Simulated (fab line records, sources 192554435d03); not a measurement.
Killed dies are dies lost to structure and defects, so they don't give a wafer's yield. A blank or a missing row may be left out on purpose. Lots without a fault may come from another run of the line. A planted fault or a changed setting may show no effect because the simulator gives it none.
One fault seen from 2 desks | flow n5_finfet | each desk has only its own numbers; what lay behind them comes last

THE TOOL OWNER'S DESK: rie_diel-03
The tool's own readings at N5_BEOL_M11_VIA_ETCH_34 (etches SiCOH lowk in C4F6/O2, target depth 184.5 nm, time 69.2 s): means of the sampled wafers that have a number, for each lot that ran on this tool. A lot is out of limits, marked OUT, if its mean lies more than 4 standard deviations from the usual mean; the brackets give that distance.
Columns: A = chamber_pressure_mTorr at N5_BEOL_M11_VIA_ETCH_34, usual 30.001 mTorr; B = drypump_motor_current_A at N5_BEOL_M11_VIA_ETCH_34, usual 5.8 A; C = mfc_ar_sccm at N5_BEOL_M11_VIA_ETCH_34, usual 299.9 sccm; D = oes_product_au at N5_BEOL_M11_VIA_ETCH_34, usual 0.80 a.u.; E = rf_vpp_V at N5_BEOL_M11_VIA_ETCH_34, usual 672 V; F = showerhead_plenum_p_Torr at N5_BEOL_M11_VIA_ETCH_34, usual 2.88 Torr; G = throttle_valve_pct at N5_BEOL_M11_VIA_ETCH_34, usual 21.03 %
lot  | first seen here | A      | B   | C     | D    | E   | F    | G
L789 | day 11 15:10    | 29.983 | 5.9 | 299.5 | 0.73 | 664 | 2.86 | 21.07
L795 | day 13 19:11    | 29.968 | 5.8 | 300.0 | 0.70 | 657 | 2.83 | 21.09
L800 | day 15 01:50    | 29.993 | 6.1 | 300.2 | 1.06 | 666 | 2.88 | 21.06
This desk's finding: nothing out of limits on any of the 3 lots.

THE METROLOGY DESK
What the gauges read, lot by lot, whatever tool the lot ran on: means of the sampled wafers that have a number. A lot is out of limits, marked OUT, if its mean lies more than 4 standard deviations from the usual mean; the brackets give that distance.
Columns: A = cd_nm at N5_BEOL_M11_CD_MEAS_35, usual 69.9 nm
lot  | first seen here | A
L787 | day 10 18:56    | 70.2
L785 | day 10 19:12    | 71.2
L789 | day 11 15:36    | 70.6
L788 | day 11 17:59    | 69.5
L791 | day 12 10:49    | 70.6
L795 | day 13 19:38    | 70.2
L800 | day 15 02:16    | 69.2
L803 | day 15 09:05    | 70.3
L805 | day 16 01:56    | 70.2
L806 | day 16 07:14    | 69.6
This desk's finding: nothing out of limits on any of the 10 lots.

PUT TOGETHER
The tool owner's desk saw nothing out of limits.
The metrology desk saw nothing out of limits.

WHAT THE SIMULATOR HAD PUT IN
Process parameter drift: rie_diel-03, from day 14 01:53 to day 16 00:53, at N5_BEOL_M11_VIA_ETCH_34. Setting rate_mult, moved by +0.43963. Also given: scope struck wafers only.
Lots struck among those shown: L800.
